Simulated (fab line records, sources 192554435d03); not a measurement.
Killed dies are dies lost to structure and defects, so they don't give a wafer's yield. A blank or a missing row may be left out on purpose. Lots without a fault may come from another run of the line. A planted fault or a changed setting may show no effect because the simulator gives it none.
Split-lot experiment | flow n5_finfet | 7 lots, 21 wafers read, on a route of 1938 steps

THE SPLIT
At N5_BEOL_M1_COAT_61 (time 60 s, resist thk 60 nm), the setting spin_rpm was moved away from the recipe's 1500 rpm on 7 of the 21 wafers read, by -10.1% to +9.4%. The other wafers ran this setting at the recipe's value.

The reading is taken at the split's own step.

THE READING
SOC_of_BEOL_M1_COAT_61.thk_nm (the simulator's own value, which no gauge read), in nm, at N5_BEOL_M1_COAT_61 (time 60 s, resist thk 60 nm). The file gives no usual value for it. The 14 wafers here that ran the recipe average 60.1 nm, standard deviation 0.15 nm.

wafer  | tool, chamber at the split | spin_rpm as run, rpm | against the recipe | SOC_of_BEOL_M1_COAT_61.thk_nm, nm | against lot-mates on the recipe
L075.1 | litho_track-01, 0          | 1500                 | recipe             | 60.4                              | -
L075.2 | litho_track-01, 0          | 1500                 | recipe             | 60.2                              | -
L075.3 | litho_track-01, 0          | 1500                 | recipe             | 60.2                              | -
L076.1 | litho_track-01, 0          | 1500                 | recipe             | 60                                | -
L076.2 | litho_track-01, 0          | 1500                 | recipe             | 60.2                              | -
L076.6 | litho_track-01, 0          | 1633                 | +8.9%              | 57.8                              | -2.3
L077.4 | litho_track-01, 0          | 1500                 | recipe             | 60                                | -
L077.5 | litho_track-01, 0          | 1500                 | recipe             | 60                                | -
L077.6 | litho_track-01, 0          | 1500                 | recipe             | 60.2                              | -
L080.1 | litho_track-01, 0          | 1500                 | recipe             | 60                                | -
L080.6 | litho_track-01, 0          | 1500                 | recipe             | 60                                | -
L080.5 | litho_track-01, 0          | 1641                 | +9.4%              | 57.4                              | -2.6
L085.1 | litho_track-04, 0          | 1435                 | -4.3%              | 61.2                              | +1.2
L085.2 | litho_track-04, 0          | 1500                 | recipe             | 60                                | -
L085.5 | litho_track-04, 0          | 1500                 | recipe             | 60                                | -
L095.1 | litho_track-01, 0          | 1579                 | +5.3%              | 58.8                              | -1.4
L095.3 | litho_track-01, 0          | 1500                 | recipe             | 60.2                              | -
L095.6 | litho_track-01, 0          | 1579                 | +5.3%              | 58.6                              | -1.6
L096.1 | litho_track-01, 0          | 1500                 | recipe             | 59.8                              | -
L096.4 | litho_track-01, 0          | 1349                 | -10.1%             | 63.2                              | +3.4
L096.6 | litho_track-01, 0          | 1349                 | -10.1%             | 63.6                              | +3.8

THE FIT
A straight line over all 21 wafers: SOC_of_BEOL_M1_COAT_61.thk_nm changes by -0.297 nm for each +1% of spin_rpm; r = -0.99; the points scatter about the line by 0.2 nm.
The same after taking each lot's own level away (the mean of its wafers on the recipe; 21 wafers): -0.312 nm for each +1%; r = -0.99; scatter 0.21 nm.
On that fit, the largest move of spin_rpm shifts the reading by 3.1 nm.
The lots' own levels span 59.80 to 60.27 nm, that is 3.2 times the standard deviation above.
So the lot-to-lot level changes the slope little: the two slopes agree.
Check: with one of the wafers moved furthest among these (-10.1%) left out of the fit, the line predicts +3.17 nm for it against its lot-mates. It came out at +3.4 nm against them.

OTHER SPLITS ON THESE WAFERS
These wafers also went through other splits before the reading. Each is held against what the fit with the lots' levels taken away leaves over:
other split on the same wafers            | wafers away from the commonest value | r with SOC_of_BEOL_M1_COAT_61.thk_nm (lot level and that fit taken away)
N5_SD_EPI_P_PEB_07 peb_time_s             | 5                                    | -0.52
N5_SD_EPI_P_ETCH_36 bias_w                | 8                                    | -0.17
N5_MOL_CONTACT_COAG_ETCH_106 source_w     | 3                                    | +0.07
N5_MOL_CONTACT_COAG_COAT_64 spin_rpm      | 3                                    | -0.07
N5_MOL_CONTACT_COAG_EXPOSE_37 dose_mj     | 9                                    | +0.31
N5_BEOL_M0_SAQP_COAT_81 spin_rpm          | 11                                   | +0.20
N5_BEOL_M0_SAQP_SPACER1_ALD_98 ald_cycles | 10                                   | +0.12
N5_BEOL_M0_SAQP_ETCH_106 target_depth_a   | 5                                    | +0.24

THE FILE'S OWN FIT
SOC_of_BEOL_M1_COAT_61.thk_nm changes by -0.299 nm for each +1% of spin_rpm, r = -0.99.
